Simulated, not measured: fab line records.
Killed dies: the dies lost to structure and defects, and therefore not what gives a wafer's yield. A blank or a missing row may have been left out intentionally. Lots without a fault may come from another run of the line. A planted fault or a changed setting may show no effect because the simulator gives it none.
fab line records    flow n5_finfet
[record] lots = 5  wafers = 15  last_day = 16
route steps=1938 shown PASSIVATION@1908
lots with no fault: from the same line, run without faults
start_h: start of the lot's first displayed wafer, in hours after the record's first day    wait_h: hours from the lot's prior step to this one    " the same as in the row above    L1.1+2: several wafers, shown together as one row    - no value, or no start given    * or withheld: withheld    < > ~ a bound
route shown NAME@n: NAME is a module with steps in the file, n the number in the route of the first one    usual: mean/standard deviation of fault-free wafers    same: alike in all rows    chamber/n: place in a boat    sites: per-site readings    _std_site: how widely they spread, as a standard deviation    _edge_site: outer sites' mean less inner sites'    radius_mm: for every site, how far away it sits from the centre of the wafer    mask NAME#n: copy n    behind: the most recent tool/chamber to have shaped the wafer    hold: why the lot went on hold/how many hours it stayed there/how the hold came to an end    device: transistor that didn't switch, given as n, p or np    end of line: tests run on the same wafers once the route is complete    a step given without rows: its recipe and nothing more    killed: dies that structure and defects cost at the first sort, which is not the same as the wafer's yield    map: shows each die of a wafer: x if killed, . if not, _ if none is there
set.NAME: the run value of the setting; set.NAME@STEP: its run value at that earlier step    model.NAME: the simulator's own value behind a step, which no gauge read
lots at some steps of the route; a table a step, a row a wafer
services: a tool's chamber out of use, with start hour (start_h, from the record's first day; less than 0 if before it), hours out, and reason
[[steps]]
[step N5_PASSIVATION_DESCUM_32]
[recipe] chemistry = O2  time_s = 7.9  source_power_w = 50  bias_power_w = 20  pressure_mtorr = 20  rf_frequency_hz = 2.712e+07  temp_c = 40  o2_flow_sccm = 225
[usual] drypump_motor_current_A = 5.6/0.53  oes_product_au = 0.80/0.055  rf_vpp_V = 243.6/1.5  showerhead_plenum_p_Torr = 2.12/0.091  throttle_valve_pct = 20.44/0.16
lot.wafer  tool         chamber  start_h  wait_h  drypump_motor_current_A  oes_product_au  rf_hours_counter_h  rf_vpp_V  showerhead_plenum_p_Torr  throttle_valve_pct
L076.2     rie_diel-01  2        272.18   0.0     6.4                      0.87            35                  243.3     2.03                      20.17
L076.5     "            0        "        "       6.1                      0.99            -                   245.2     2.23                      20.24
L076.6     "            3        "        "       5.7                      0.79            -                   243.3     2.03                      20.44
L085.1     rie_diel-06  2        333.61   0.0     5.4                      0.82            87                  244.8     2.21                      20.57
L085.3     "            0        "        "       5.3                      0.81            69                  244.7     2.23                      20.59
L085.4     "            3        "        "       5.2                      0.80            102                 243.8     2.18                      20.39
L087.1     rie_diel-06  2        348.61   0.0     5.4                      0.81            93                  245.0     2.20                      20.59
L087.2     "            0        "        "       5.3                      0.80            74                  245.2     2.23                      20.60
L087.5     "            1        "        "       6.7                      0.74            -                   241.4     1.99                      20.56
L089.1     rie_diel-06  0        354.82   0.7     5.3                      0.80            76                  246.1     2.23                      20.61
L089.2     "            3        "        "       5.2                      0.80            109                 245.3     2.18                      20.40
L089.3     "            1        "        "       6.7                      0.74            168                 240.9     1.99                      20.56
L093.1     rie_diel-01  3        375.97   0.0     5.8                      0.75            114                 241.9     2.01                      20.50
L093.3     "            1        "        "       5.3                      0.92            27                  242.8     2.05                      20.33
L093.5     "            0        "        "       6.1                      0.87            -                   245.1     2.22                      20.32
[step N5_PASSIVATION_AL_ETCH_33]
[recipe] chemistry = Cl2/BCl3  target_depth_a = 28000  over_etch_frac = 0.15  Cl2_flow_sccm = 180  bcl3_flow_sccm = 60  target = Al  stop_on = TaN  time_s = 466.7  ion_energy_ev = 100  pressure_mtorr = 10  icp_w = 900  bias_w = 100
[usual] drypump_motor_current_A = 5.62/0.17  he_backside_leak_sccm = 3.3/0.34  oes_product_au = 0.73/0.1  throttle_valve_pct = 34.38/0.25
[same] over_etch_frac = 0.15
lot.wafer  tool          chamber  start_h  wait_h  drypump_motor_current_A  he_backside_leak_sccm  oes_product_au  rf_hours_counter_h  throttle_valve_pct
L076.2     rie_metal-03  0        272.40   0.2     5.52                     3.2                    0.55            -                   34.75
L076.5     "             0        "        "       5.54                     3.2                    0.55            -                   34.77
L076.6     "             0        "        "       5.52                     3.2                    0.55            -                   34.74
L085.1     rie_metal-02  0        333.69   0.1     5.86                     3.1                    0.74            26                  34.50
L085.3     "             0        "        "       5.87                     3.1                    0.75            -                   34.53
L085.4     "             1        "        "       5.64                     3.6                    0.85            -                   34.02
L087.1     rie_metal-03  0        348.69   0.1     5.50                     3.0                    0.86            5                   34.21
L087.2     "             1        "        "       5.61                     3.1                    0.82            5                   34.68
L087.5     "             1        "        "       5.60                     3.1                    0.82            -                   34.69
L089.1     rie_metal-03  0        354.90   0.1     5.49                     3.2                    0.84            6                   34.24
L089.2     "             1        "        "       5.60                     3.1                    0.82            6                   34.70
L089.3     "             1        "        "       5.60                     3.1                    0.83            -                   34.67
L093.1     rie_metal-03  1        376.05   0.1     5.60                     3.1                    0.82            8                   34.64
L093.3     "             1        "        "       5.59                     3.1                    0.81            -                   34.67
L093.5     "             1        "        "       5.61                     5.2                    0.82            -                   34.64
[step N5_PASSIVATION_ETCH_59]
[recipe] chemistry = Cl2/BCl3  target = TaN  target_depth_a = 650  time_s = 34.9  ion_energy_ev = 100  pressure_mtorr = 10  icp_w = 900  bias_w = 100  Cl2_flow_sccm = 60  bcl3_flow_sccm = 30
[usual] drypump_motor_current_A = 5.62/0.16  he_backside_leak_sccm = 3.3/0.38  oes_product_au = 0.81/0.11  throttle_valve_pct = 21.16/0.18
lot.wafer  tool          chamber  start_h  wait_h  drypump_motor_current_A  he_backside_leak_sccm  oes_product_au  rf_hours_counter_h  throttle_valve_pct
L076.2     rie_metal-03  0        273.10   0.6     5.51                     3.2                    0.60            -                   21.53
L076.5     "             0        "        "       5.52                     3.3                    0.61            -                   21.53
L076.6     "             0        "        "       5.50                     3.3                    0.60            -                   21.53
L085.1     rie_metal-02  0        334.09   0.3     5.86                     3.1                    0.81            26                  21.28
L085.3     "             0        "        "       5.87                     3.2                    0.81            -                   21.28
L085.4     "             1        "        "       5.63                     3.8                    0.94            -                   20.93
L087.1     rie_metal-03  0        349.09   0.3     5.53                     3.2                    0.97            5                   21.03
L087.2     "             1        "        "       5.62                     3.1                    0.91            5                   21.25
L087.5     "             1        "        "       5.62                     3.0                    0.90            -                   21.24
L089.1     rie_metal-03  0        355.44   0.4     5.53                     3.2                    0.97            6                   21.02
L089.2     "             1        "        "       5.61                     3.1                    0.91            7                   21.23
L089.3     "             1        "        "       5.60                     3.1                    0.91            -                   21.23
L093.1     rie_metal-03  1        376.86   0.7     5.60                     3.1                    0.88            9                   21.26
L093.3     "             1        "        "       5.59                     3.1                    0.89            -                   21.25
L093.5     "             1        "        "       5.60                     3.1                    0.89            -                   21.25
[step N5_PASSIVATION_STRIP_34]
[recipe] chemistry = O2  power_w = 600  temp_c = 60  pressure_mtorr = 30  rf_frequency_hz = 6e+07  bias_power_w = 0  overash_fraction = 2  o2_flow_sccm = 225
[usual] drypump_motor_current_A = 5.7/0.53  oes_product_au = 0.82/0.06  rf_vpp_V = 3.7/1.6  showerhead_plenum_p_Torr = 2.12/0.092  throttle_valve_pct = 16.64/0.15
lot.wafer  tool         chamber  start_h  wait_h  drypump_motor_current_A  oes_product_au  rf_hours_counter_h  rf_vpp_V  showerhead_plenum_p_Torr  throttle_valve_pct
L076.2     rie_diel-01  3        273.30   0.2     5.8                      0.77            77                  5.1       2.03                      16.69
L076.5     "            2        "        "       6.4                      0.86            -                   4.3       2.03                      16.42
L076.6     "            0        "        "       6.1                      0.99            -                   3.7       2.24                      16.48
L085.1     rie_diel-06  3        334.21   0.1     5.2                      0.79            102                 6.4       2.18                      16.63
L085.3     "            1        "        "       6.6                      0.74            161                 3.4       2.00                      16.77
L085.4     "            0        "        "       5.3                      0.82            69                  4.2       2.23                      16.72
L087.1     rie_diel-01  3        349.24   0.1     5.7                      0.75            104                 5.1       2.02                      16.78
L087.2     "            1        "        "       5.3                      0.94            20                  2.5       2.06                      16.49
L087.5     "            0        "        "       6.1                      0.87            -                   3.4       2.22                      16.50
L089.1     rie_diel-01  1        355.58   0.1     5.4                      0.91            22                  4.1       2.05                      16.48
L089.2     "            0        "        "       6.1                      0.88            29                  4.6       2.22                      16.48
L089.3     "            3        "        "       5.7                      0.74            107                 3.8       2.02                      16.78
L093.1     rie_diel-01  2        377.07   0.2     6.4                      0.82            71                  2.2       2.02                      16.51
L093.3     "            1        "        "       5.3                      0.90            27                  4.1       2.05                      16.57
L093.5     "            3        "        "       5.7                      0.73            -                   6.5       2.02                      16.87
[step N5_PASSIVATION_STRIP_51]
[recipe] chemistry = post_etch_residue_remover  time_s = 1200  temp_c = 72.5
lot.wafer   tool          chamber  start_h  wait_h
L076.2+5+6  wet_bench-02  6,1,5    273.37   -
L085.1+3+4  wet_bench-02  3,1,7    334.28   -
L087.1+2+5  wet_bench-02  5,6,4    349.31   -
L089.1+2+3  wet_bench-01  1,2,3    355.65   -
L093.1+3+5  wet_bench-06  7,4,0    377.14   -
[step N5_PASSIVATION_CLEAN_69]
[recipe] chemistry = IPA  time_s = 180  temp_c = 25
lot.wafer   tool          chamber  start_h  wait_h
L076.2+5+6  wet_bench-02  6,1,5    273.71   0.0
L085.1+3+4  wet_bench-02  3,1,7    334.61   0.0
L087.1+2+5  wet_bench-02  5,6,4    349.64   0.0
L089.1+2+3  wet_bench-01  1,2,3    356.02   0.0
L093.1+3+5  wet_bench-06  7,4,0    377.47   0.0
[step N5_PASSIVATION_SRD_70]
[recipe] dry = ipa_marangoni  time_s = 30  temp_c = 23  rinse_liquid = diw
lot.wafer   tool          chamber  start_h  wait_h
L076.2+5+6  wet_bench-02  6,1,5    273.76   0.0
L085.1+3+4  wet_bench-02  3,1,7    334.66   0.0
L087.1+2+5  wet_bench-02  5,6,4    349.69   0.0
L089.1+2+3  wet_bench-01  1,2,3    356.07   0.0
L093.1+3+5  wet_bench-06  7,4,0    377.52   0.0
[step N5_PASSIVATION_PECVD_53]
[recipe] material = SiO2  target_thk_a = 8000  temp_c = 400  precursor = TEOS/O2  pressure_torr = 6.5  rf_w = withheld  teos_flow_sccm = withheld  gas = O2  flow_sccm = 2650  time_s = 169.4
[usual] chamber_pressure_Torr = 6.500/0.014
lot.wafer  tool      chamber  start_h  wait_h  chamber_pressure_Torr
L076.2     pecvd-02  2        273.81   0.0     6.511
L076.5     "         2        "        "       6.490
L076.6     "         1        "        "       6.479
L085.1     pecvd-01  1        334.71   0.0     6.516
L085.3     "         2        "        "       6.516
L085.4     "         2        "        "       6.491
L087.1     pecvd-02  1        349.74   0.0     6.519
L087.2     "         2        "        "       6.486
L087.5     "         0        "        "       6.499
L089.1     pecvd-04  0        356.12   0.0     6.521
L089.2     "         2        "        "       6.508
L089.3     "         1        "        "       6.467
L093.1     pecvd-01  0        377.57   0.0     6.501
L093.3     "         1        "        "       6.508
L093.5     "         1        "        "       6.512
[step N5_PASSIVATION_PECVD_35]
[recipe] material = SiNx  target_thk_a = 7000  temp_c = 400  precursor = SiH4/NH3/N2  pressure_torr = 4.9  rf_w = 1406  time_s = 151.3
[usual] chamber_pressure_Torr = 4.899/0.01  heater_power_w = 379/93  showerhead_plenum_p_Torr = 8.68/0.076  throttle_valve_pct = 29.9/1.5
lot.wafer  tool      chamber  start_h  wait_h  chamber_pressure_Torr  heater_power_w  showerhead_plenum_p_Torr  throttle_valve_pct
L076.2     pecvd-02  2        273.92   0.1     4.896                  521             8.56                      28.6
L076.5     "         2        "        "       4.881                  540             8.56                      28.8
L076.6     "         1        "        "       4.911                  286             8.63                      29.2
L085.1     pecvd-01  1        334.82   0.1     4.909                  265             8.68                      29.4
L085.3     "         2        "        "       4.900                  307             8.71                      31.0
L085.4     "         2        "        "       4.915                  331             8.72                      30.7
L087.1     pecvd-02  1        349.85   0.1     4.893                  299             8.65                      29.3
L087.2     "         2        "        "       4.892                  534             8.60                      28.5
L087.5     "         0        "        "       4.895                  534             8.65                      28.9
L089.1     pecvd-04  0        356.23   0.1     4.913                  292             8.70                      28.9
L089.2     "         2        "        "       4.900                  316             8.69                      29.9
L089.3     "         1        "        "       4.886                  528             8.62                      30.1
L093.1     pecvd-01  0        377.68   0.1     4.895                  370             8.85                      34.4
L093.3     "         1        "        "       4.908                  389             8.69                      29.7
L093.5     "         1        "        "       4.920                  229             8.67                      29.8
[step N5_PASSIVATION_HMDS_37]
[recipe] time_s = 60  temp_c = 120
lot.wafer   tool            chamber  start_h  wait_h
L076.2+5+6  litho_track-05  0        274.06   0.1
L085.1+3+4  litho_track-05  0        334.96   0.1
L087.1+2+5  litho_track-05  0        349.99   0.1
L089.1+2+3  litho_track-04  0        356.37   0.1
L093.1+3+5  litho_track-04  0        377.82   0.1
[step N5_PASSIVATION_COAT_38]
[recipe] spin_rpm = 3000  resist_thk_nm = withheld
lot.wafer   tool            chamber  start_h  wait_h
L076.2+5+6  litho_track-05  0        -        -
L085.1+3+4  litho_track-05  0        -        -
L087.1+2+5  litho_track-05  0        -        -
L089.1+2+3  litho_track-04  0        -        -
L093.1+3+5  litho_track-04  0        -        -
[step N5_PASSIVATION_EBR_40]
[recipe] solvent = PGMEA  ebr_width_mm = 1.5
lot.wafer   tool            chamber  start_h  wait_h
L076.2+5+6  litho_track-05  0        -        -
L085.1+3+4  litho_track-05  0        -        -
L087.1+2+5  litho_track-05  0        -        -
L089.1+2+3  litho_track-04  0        -        -
L093.1+3+5  litho_track-04  0        -        -
[step N5_PASSIVATION_SOFTBAKE_39]
[recipe] temp_c = 110  time_s = 120
lot.wafer   tool            chamber  start_h  wait_h
L076.2+5+6  litho_track-05  0        -        -
L085.1+3+4  litho_track-05  0        -        -
L087.1+2+5  litho_track-05  0        -        -
L089.1+2+3  litho_track-04  0        -        -
L093.1+3+5  litho_track-04  0        -        -
[step N5_PASSIVATION_EXPOSE_41]
[recipe] mask_id = PASS_OPEN  na = 0.55  defocus_nm = 0  source_shape = conventional  sigma_outer = 0.8  polarization = unpolarized  target_cd_nm = 40000  dose_mj = 57.25
[same] sigma_outer = 0.8
lot.wafer   tool            chamber  start_h  wait_h  mask
L076.2+5+6  krf_scanner-01  0        274.18   -       PASS_OPEN#0
L085.1+3+4  krf_scanner-02  0        335.07   -       PASS_OPEN#0
L087.1+2+5  krf_scanner-01  0        350.23   -       PASS_OPEN#0
L089.1+2+3  krf_scanner-01  0        356.61   -       PASS_OPEN#0
L093.1+3+5  krf_scanner-02  0        377.93   -       PASS_OPEN#0
[step N5_PASSIVATION_PEB_42]
[recipe] peb_temp_c = withheld  peb_time_s = *
lot.wafer   tool            chamber  start_h  wait_h
L076.2+5+6  litho_track-04  0        274.23   0.0
L085.1+3+4  litho_track-04  0        335.13   0.1
L087.1+2+5  litho_track-05  0        350.29   0.1
L089.1+2+3  litho_track-05  0        356.67   0.1
L093.1+3+5  litho_track-03  0        377.99   0.1
[step N5_PASSIVATION_DEVELOP_43]
[recipe] develop_time_s = 60  rinse_liquid = diw  dry = air_spin  dev_temp_c = 21
lot.wafer   tool            chamber  start_h  wait_h
L076.2+5+6  litho_track-04  0        -        -
L085.1+3+4  litho_track-04  0        -        -
L087.1+2+5  litho_track-05  0        -        -
L089.1+2+3  litho_track-05  0        -        -
L093.1+3+5  litho_track-03  0        -        -
[step N5_PASSIVATION_HARDBAKE_45]
[recipe] temp_c = 130  time_s = 120
lot.wafer   tool            chamber  start_h  wait_h
L076.2+5+6  litho_track-04  0        -        -
L085.1+3+4  litho_track-04  0        -        -
L087.1+2+5  litho_track-05  0        -        -
L089.1+2+3  litho_track-05  0        -        -
L093.1+3+5  litho_track-03  0        -        -
[step N5_PASSIVATION_CD_MEAS_44]
[recipe] target_cd_nm = 40000  landing_energy_ev = 500  detector = se_inlens
[usual] cd_nm = 40000/3
lot.wafer  tool       chamber  start_h  wait_h  cd_nm
L076.2     cd_sem-01  0        274.35   -       39999
L076.5     "          0        "        "       40002
L076.6     "          0        "        "       40005
L085.1     cd_sem-02  0        335.25   -       40004
L085.3     "          0        "        "       40003
L085.4     "          0        "        "       40004
L087.1     cd_sem-03  0        350.41   -       40001
L087.2     "          0        "        "       40004
L087.5     "          0        "        "       40003
L089.1     cd_sem-02  0        356.79   -       40000
L089.2     "          0        "        "       40000
L089.3     "          0        "        "       39997
L093.1     cd_sem-01  0        378.11   -       40002
L093.3     "          0        "        "       39995
L093.5     "          0        "        "       39999
[step N5_PASSIVATION_OVL_MEAS_66]
[recipe] points_per_wafer = 44
[usual] PASS_OPEN_OVL = 0/5
lot.wafer  tool        chamber  start_h  wait_h  PASS_OPEN_OVL[nm]
L076.2     overlay-01  0        274.38   0.0     5
L076.5     "           0        "        "       4
L076.6     "           0        "        "       4
L085.1     overlay-02  0        335.28   0.0     -1
L085.3     "           0        "        "       -2
L085.4     "           0        "        "       -1
L087.1     overlay-01  0        350.44   0.0     4
L087.2     "           0        "        "       5
L087.5     "           0        "        "       0
L089.1     overlay-01  0        356.82   0.0     3
L089.2     "           0        "        "       -2
L089.3     "           0        "        "       7
L093.1     overlay-02  0        378.14   0.0     -1
L093.3     "           0        "        "       -1
L093.5     "           0        "        "       4
[step N5_PASSIVATION_INSPECT_67]
[recipe] mode = adi  inspect_instrument = macro
[usual] raw_defect_count = 2.2/1.6
lot.wafer  tool               chamber  start_h  wait_h  raw_defect_count
L076.2     defect_inspect-01  -        274.41   0.0     2
L076.5     "                  -        "        "       2
L076.6     "                  -        "        "       3
L085.1     defect_inspect-02  -        335.31   0.0     4
L085.3     "                  -        "        "       1
L085.4     "                  -        "        "       0
L087.1     defect_inspect-02  -        350.46   0.0     5
L087.2     "                  -        "        "       1
L087.5     "                  -        "        "       3
L089.1     defect_inspect-01  -        356.85   0.0     3
L089.2     "                  -        "        "       1
L089.3     "                  -        "        "       3
L093.1     defect_inspect-01  -        378.16   0.0     1
L093.3     "                  -        "        "       2
L093.5     "                  -        "        "       5
[step N5_PASSIVATION_DESCUM_46]
[recipe] chemistry = O2  time_s = 7.9  source_power_w = 50  bias_power_w = 20  pressure_mtorr = 20  rf_frequency_hz = 2.712e+07  temp_c = 40  o2_flow_sccm = 225
[usual] drypump_motor_current_A = 5.7/0.51  oes_product_au = 0.81/0.06  rf_vpp_V = 243.3/1.5  showerhead_plenum_p_Torr = 2.10/0.084  throttle_valve_pct = 20.39/0.17
lot.wafer  tool         chamber  start_h  wait_h  drypump_motor_current_A  oes_product_au  rf_hours_counter_h  rf_vpp_V  showerhead_plenum_p_Torr  throttle_valve_pct
L076.2     rie_diel-02  0        275.05   0.6     5.8                      0.80            80                  244.4     2.10                      20.08
L076.5     "            0        "        "       5.8                      0.81            -                   243.5     2.11                      20.07
L076.6     "            3        "        "       4.7                      0.79            -                   243.3     2.01                      20.56
L085.1     rie_diel-01  3        335.34   0.0     5.7                      0.77            99                  241.3     2.02                      20.47
L085.3     "            2        "        "       6.4                      0.84            56                  243.6     2.02                      20.21
L085.4     "            0        "        "       6.1                      0.90            22                  246.1     2.22                      20.27
L087.1     rie_diel-02  0        350.70   0.2     5.8                      0.77            116                 242.6     2.09                      20.12
L087.2     "            3        "        "       4.7                      0.76            139                 241.1     2.00                      20.59
L087.5     "            0        "        "       5.9                      0.76            -                   241.5     2.09                      20.14
L089.1     rie_diel-02  3        356.93   0.1     4.7                      0.77            141                 243.4     2.00                      20.60
L089.2     "            2        "        "       5.8                      0.77            118                 244.2     2.22                      20.52
L089.3     "            1        "        "       5.6                      0.77            128                 243.9     2.10                      20.32
L093.1     rie_diel-06  1        378.20   0.0     6.7                      0.74            176                 242.3     1.99                      20.56
L093.3     "            2        "        "       5.4                      0.81            100                 245.1     2.20                      20.59
L093.5     "            1        "        "       6.7                      0.74            -                   242.9     1.99                      20.58
[step N5_PASSIVATION_PASS_ETCH_47]
[recipe] chemistry = CF4/O2  target = SiNx  target_depth_a = 7700  time_s = 385  ion_energy_ev = 100  pressure_mtorr = 40  source_w = 535  bias_w = 49  Ar_flow_sccm = 100  cf4_flow_sccm = 100  O2_flow_sccm = 10
[usual] O2_flow_sccm = 9.999/0.029  drypump_motor_current_A = 5.7/0.52  oes_product_au = 0.81/0.057  rf_vpp_V = 240.6/2.3  showerhead_plenum_p_Torr = 2.21/0.08  throttle_valve_pct = 15.84/0.13
lot.wafer  tool         chamber  start_h  wait_h  O2_flow_sccm  drypump_motor_current_A  oes_product_au  rf_hours_counter_h  rf_vpp_V  showerhead_plenum_p_Torr  throttle_valve_pct
L076.2     rie_diel-02  0        275.10   0.0     9.960         5.8                      0.81            80                  238.2     2.23                      15.62
L076.5     "            0        "        "       9.915         5.8                      0.81            -                   238.6     2.23                      15.63
L076.6     "            3        "        "       9.985         4.7                      0.79            -                   240.6     2.13                      16.02
L085.1     rie_diel-01  3        335.38   0.0     9.989         5.8                      0.78            99                  241.0     2.12                      15.93
L085.3     "            2        "        "       10.024        6.3                      0.84            57                  238.8     2.15                      15.75
L085.4     "            0        "        "       10.021        6.1                      0.89            22                  241.6     2.35                      15.79
L087.1     rie_diel-02  0        350.74   0.0     9.942         5.8                      0.78            116                 236.9     2.22                      15.70
L087.2     "            3        "        "       10.009        4.8                      0.76            139                 240.9     2.12                      16.09
L087.5     "            0        "        "       10.043        5.8                      0.78            -                   237.1     2.22                      15.72
L089.1     rie_diel-02  3        356.96   0.0     9.982         4.7                      0.76            141                 241.2     2.12                      16.09
L089.2     "            2        "        "       10.008        5.7                      0.78            118                 235.6     2.30                      15.74
L089.3     "            1        "        "       9.990         5.6                      0.77            128                 239.3     2.22                      15.77
L093.1     rie_diel-06  1        378.23   0.0     10.022        6.7                      0.74            177                 241.3     2.10                      16.04
L093.3     "            2        "        "       9.995         5.4                      0.81            100                 241.6     2.30                      15.97
L093.5     "            1        "        "       9.990         6.7                      0.74            -                   241.5     2.10                      16.05
[step N5_PASSIVATION_ETCH_54]
[recipe] chemistry = CHF3/O2  target = SiO2  target_depth_a = 8800  CHF3_flow_sccm = 50  O2_flow_sccm = 5  Ar_flow_sccm = 200  time_s = 440  mask_material = PR  pressure_mtorr = 30  source_w = 650  bias_w = 170  ion_energy_ev = 200
[usual] O2_flow_sccm = 4.999/0.014  drypump_motor_current_A = 5.7/0.52  oes_product_au = 0.81/0.056  rf_vpp_V = 524/4.9  showerhead_plenum_p_Torr = 2.42/0.092  throttle_valve_pct = 18.76/0.13
lot.wafer  tool         chamber  start_h  wait_h  O2_flow_sccm  drypump_motor_current_A  oes_product_au  rf_hours_counter_h  rf_vpp_V  showerhead_plenum_p_Torr  throttle_valve_pct
L076.2     rie_diel-02  0        275.44   0.2     4.997         5.8                      0.81            81                  518       2.45                      18.59
L076.5     "            0        "        "       4.984         5.8                      0.80            -                   517       2.45                      18.57
L076.6     "            3        "        "       4.987         4.7                      0.78            -                   523       2.32                      18.93
L085.1     rie_diel-01  3        335.60   0.1     4.973         5.7                      0.78            99                  524       2.32                      18.85
L085.3     "            2        "        "       4.997         6.4                      0.83            57                  519       2.34                      18.67
L085.4     "            0        "        "       4.961         6.1                      0.90            22                  523       2.56                      18.69
L087.1     rie_diel-02  0        350.97   0.1     5.000         5.8                      0.77            117                 517       2.43                      18.64
L087.2     "            3        "        "       5.027         4.7                      0.76            139                 522       2.31                      18.96
L087.5     "            0        "        "       4.978         5.8                      0.77            -                   517       2.43                      18.63
L089.1     rie_diel-02  3        357.19   0.1     4.992         4.8                      0.75            141                 522       2.31                      18.97
L089.2     "            2        "        "       4.996         5.8                      0.78            118                 514       2.52                      18.70
L089.3     "            1        "        "       4.982         5.6                      0.76            129                 520       2.41                      18.59
L093.1     rie_diel-06  1        378.46   0.1     5.015         6.7                      0.74            177                 523       2.29                      18.89
L093.3     "            2        "        "       5.018         5.4                      0.80            100                 528       2.53                      18.97
L093.5     "            1        "        "       5.011         6.7                      0.74            -                   523       2.29                      18.92
[step N5_PASSIVATION_STRIP_48]
[recipe] chemistry = O2  power_w = 600  temp_c = 60  pressure_mtorr = 30  rf_frequency_hz = 6e+07  bias_power_w = 0  overash_fraction = 0.5  o2_flow_sccm = 225
[usual] drypump_motor_current_A = 5.7/0.52  oes_product_au = 0.81/0.065  rf_vpp_V = 3.8/2.3  showerhead_plenum_p_Torr = 2.10/0.084  throttle_valve_pct = 16.63/0.17
lot.wafer  tool         chamber  start_h  wait_h  drypump_motor_current_A  oes_product_au  rf_hours_counter_h  rf_vpp_V  showerhead_plenum_p_Torr  throttle_valve_pct
L076.2     rie_diel-02  0        275.88   0.3     5.8                      0.82            81                  1.9       2.11                      16.39
L076.5     "            0        "        "       5.8                      0.79            -                   1.9       2.11                      16.33
L076.6     "            3        "        "       4.7                      0.77            -                   0         2.02                      16.77
L085.1     rie_diel-01  3        335.89   0.1     5.7                      0.77            99                  2.9       2.02                      16.71
L085.3     "            2        "        "       6.3                      0.84            57                  5.8       2.03                      16.46
L085.4     "            0        "        "       6.0                      0.93            22                  4.5       2.23                      16.45
L087.1     rie_diel-02  0        351.26   0.1     5.8                      0.79            117                 5.3       2.10                      16.46
L087.2     "            3        "        "       4.8                      0.74            139                 8.6       2.01                      16.79
L087.5     "            0        "        "       5.9                      0.82            -                   0.3       2.10                      16.42
L089.1     rie_diel-02  3        357.48   0.1     4.8                      0.73            141                 2.8       2.01                      16.84
L089.2     "            2        "        "       5.8                      0.76            118                 2.9       2.22                      16.70
L089.3     "            1        "        "       5.6                      0.77            129                 6.9       2.11                      16.57
L093.1     rie_diel-06  1        378.75   0.1     6.6                      0.74            177                 6.9       1.99                      16.79
L093.3     "            2        "        "       5.5                      0.81            100                 4.5       2.21                      16.77
L093.5     "            1        "        "       6.7                      0.69            -                   7.2       1.99                      16.95
[step N5_PASSIVATION_STRIP_52]
[recipe] chemistry = post_etch_residue_remover  time_s = 1200  temp_c = 72.5
lot.wafer   tool          chamber  start_h  wait_h
L076.2+5+6  wet_bench-01  7,4,2    275.97   -
L085.1+3+4  wet_bench-06  6,4,5    335.96   -
L087.1+2+5  wet_bench-02  7,4,0    351.32   -
L089.1+2+3  wet_bench-01  0,2,4    357.55   -
L093.1+3+5  wet_bench-01  5,2,7    378.82   -
[step N5_PASSIVATION_CLEAN_71]
[recipe] chemistry = IPA  time_s = 180  temp_c = 25
lot.wafer   tool          chamber  start_h  wait_h
L076.2+5+6  wet_bench-01  7,4,2    276.30   0.0
L085.1+3+4  wet_bench-06  6,4,5    336.29   0.0
L087.1+2+5  wet_bench-02  7,4,0    351.66   0.0
L089.1+2+3  wet_bench-01  0,2,4    357.91   0.0
L093.1+3+5  wet_bench-01  5,2,7    379.15   0.0
[step N5_PASSIVATION_SRD_72]
[recipe] dry = ipa_marangoni  time_s = 30  temp_c = 23  rinse_liquid = diw
lot.wafer   tool          chamber  start_h  wait_h
L076.2+5+6  wet_bench-01  7,4,2    276.35   0.0
L085.1+3+4  wet_bench-06  6,4,5    336.35   0.0
L087.1+2+5  wet_bench-02  7,4,0    351.71   0.0
L089.1+2+3  wet_bench-01  0,2,4    357.97   0.0
L093.1+3+5  wet_bench-01  5,2,7    379.20   0.0
[step N5_PASSIVATION_ANNEAL_56]
[recipe] temp_c = 400  time_s = 1800  ambient = FGA  idle_temp_c = 300  ramp_up_c_per_min = 5  ramp_down_c_per_min = 3
[usual] zone_power_bottom_pct = 5.9/0.61  zone_power_centre_pct = 4.7/0.4
lot.wafer  tool        chamber  start_h  wait_h  zone_power_bottom_pct  zone_power_centre_pct
L076.2     furnace-03  0        276.40   0.0     5.3                    4.2
L076.5     "           0        "        "       5.3                    4.2
L076.6     "           0        "        "       5.2                    4.1
L085.1     furnace-02  0        336.39   0.0     5.6                    5.0
L085.3     "           0        "        "       5.7                    5.0
L085.4     "           0        "        "       5.5                    5.0
L087.1     furnace-03  0        351.75   0.0     5.3                    4.1
L087.2     "           0        "        "       5.3                    4.2
L087.5     "           0        "        "       5.4                    4.1
L089.1     furnace-01  0        358.01   0.0     6.6                    5.0
L089.2     "           0        "        "       6.6                    5.1
L089.3     "           0        "        "       6.6                    5.0
L093.1     furnace-02  0        379.25   0.0     5.6                    5.0
L093.3     "           0        "        "       5.6                    5.0
L093.5     "           0        "        "       5.5                    4.9
[[services]]
tool            chamber  start_h  hours  kind
pecvd-01        -        252.22   2.3    repair
rie_diel-02     1        259.35   18.6   repair
furnace-01      -        263.17   22.4   repair
krf_scanner-01  -        265.57   1.3    pm
krf_scanner-02  -        268.86   4.0    pm
pecvd-04        0        271.90   10.6   repair
krf_scanner-02  -        272.88   1.3    pm
pecvd-02        -        278.99   1.1    repair
krf_scanner-01  -        284.16   4.0    pm
wet_bench-02    -        290.01   2.9    repair
krf_scanner-02  -        299.12   0.5    repair
krf_scanner-01  -        299.81   1.0    pm
krf_scanner-02  -        300.81   1.0    pm
krf_scanner-01  -        317.18   1.1    repair
rie_diel-02     3        329.31   13.5   repair
krf_scanner-01  -        333.29   1.8    repair
krf_scanner-02  -        337.29   0.8    pm
krf_scanner-01  -        345.92   0.5    repair
rie_diel-06     -        358.14   0.3    repair
krf_scanner-01  -        364.40   4.4    pm
rie_diel-01     1        368.16   6.0    repair
krf_scanner-01  -        374.64   0.8    pm
rie_metal-03    0        374.71   4.0    repair
pecvd-02        2        376.51   7.6    repair
[[key]]
fault none
